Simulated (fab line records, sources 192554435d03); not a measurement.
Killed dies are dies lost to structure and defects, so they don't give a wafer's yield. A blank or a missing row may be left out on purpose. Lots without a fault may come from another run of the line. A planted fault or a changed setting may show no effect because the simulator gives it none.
Split-lot experiment | flow n5_finfet | 7 lots, 21 wafers read, on a route of 1938 steps

THE SPLIT
At N5_BEOL_M5_COAT_74 (time 60 s, resist thk 5 nm), the setting spin_rpm was moved away from the recipe's 1500 rpm on 5 of the 21 wafers read, by -7.4% to +8.3%. The other wafers ran this setting at the recipe's value.

FROM THE SPLIT TO THE READING: what the file shows between them, 7 steps
- N5_BEOL_M5_COAT_22: resist thk 30 nm (also split here: spin_rpm)
- N5_BEOL_M5_EBR_24
- N5_BEOL_M5_SOFTBAKE_23: time 60 s
- N5_BEOL_M5_EXPOSE_25: exposes mask V4, defocus 10 nm
- N5_BEOL_M5_PEB_26: peb time 60 s
- N5_BEOL_M5_DEVELOP_27: develop time 30 s
- N5_BEOL_M5_DESCUM_33: chemistry O2, time 7 s

THE READING
etch.depth_nm (the simulator's own value, which no gauge read), in nm, at N5_BEOL_M5_ETCH_75 (etches underlayer in N2/H2, target depth 6.5 nm, time 5.2 s). The file gives no usual value for it. The 16 wafers here that ran the recipe average 4.998 nm, standard deviation 0.015 nm.

wafer  | tool, chamber at the split | spin_rpm as run, rpm | against the recipe | etch.depth_nm, nm | against lot-mates on the recipe
L077.2 | litho_track-05, 0          | 1500                 | recipe             | 4.976             | -
L077.3 | litho_track-05, 0          | 1500                 | recipe             | 4.983             | -
L077.5 | litho_track-05, 0          | 1500                 | recipe             | 5.001             | -
L080.2 | litho_track-03, 0          | 1591                 | +6.1%              | 4.876             | -0.143
L080.4 | litho_track-03, 0          | 1591                 | +6.1%              | 4.877             | -0.142
L080.6 | litho_track-03, 0          | 1500                 | recipe             | 5.019             | -
L083.3 | litho_track-03, 0          | 1389                 | -7.4%              | 5.185             | +0.191
L083.5 | litho_track-03, 0          | 1500                 | recipe             | 4.996             | -
L083.6 | litho_track-03, 0          | 1500                 | recipe             | 4.992             | -
L090.1 | litho_track-03, 0          | 1500                 | recipe             | 4.995             | -
L090.3 | litho_track-03, 0          | 1457                 | -2.9%              | 5.045             | +0.048
L090.6 | litho_track-03, 0          | 1500                 | recipe             | 4.999             | -
L095.1 | litho_track-01, 0          | 1500                 | recipe             | 5.024             | -
L095.2 | litho_track-01, 0          | 1500                 | recipe             | 5.016             | -
L095.5 | litho_track-01, 0          | 1500                 | recipe             | 5.016             | -
L096.2 | litho_track-05, 0          | 1500                 | recipe             | 4.981             | -
L096.3 | litho_track-05, 0          | 1500                 | recipe             | 4.975             | -
L096.6 | litho_track-05, 0          | 1500                 | recipe             | 4.984             | -
L097.1 | litho_track-05, 0          | 1624                 | +8.3%              | 4.821             | -0.187
L097.2 | litho_track-05, 0          | 1500                 | recipe             | 5.012             | -
L097.3 | litho_track-05, 0          | 1500                 | recipe             | 5.003             | -

THE FIT
A straight line over all 21 wafers: etch.depth_nm changes by -0.0218 nm for each +1% of spin_rpm; r = -0.98; the points scatter about the line by 0.016 nm.
The same after taking each lot's own level away (the mean of its wafers on the recipe; 21 wafers): -0.0235 nm for each +1%; r = -0.99; scatter 0.0079 nm.
On that fit, the largest move of spin_rpm shifts the reading by 0.19 nm.
The lots' own levels span 4.9800 to 5.0190 nm, that is 2.5 times the standard deviation above.
So the lot-to-lot level changes the slope little: the two slopes agree.
Check: with one of the wafers moved furthest among these (+8.3%) left out of the fit, the line predicts -0.199 nm for it against its lot-mates. It came out at -0.187 nm against them.

OTHER SPLITS ON THESE WAFERS
These wafers also went through other splits before the reading. Each is held against what the fit with the lots' levels taken away leaves over:
other split on the same wafers    | wafers away from the commonest value | r with etch.depth_nm (lot level and that fit taken away)
N5_BEOL_M1_EXPOSE_25 dose_mj      | 6                                    | -0.15
N5_BEOL_M3_TRENCH_ETCH_37 time_s  | 4                                    | +0.04
N5_BEOL_M3_ETCH_41 target_depth_a | 8                                    | +0.24
N5_BEOL_M3_SPUTTER_86 time_s      | 6                                    | -0.01
N5_BEOL_M4_ETCH_70 time_s         | 5                                    | +0.13
N5_BEOL_M5_COAT_22 spin_rpm       | 6                                    | +0.06

THE FILE'S OWN FIT
etch.depth_nm changes by -0.0236 nm for each +1% of spin_rpm, r = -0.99.
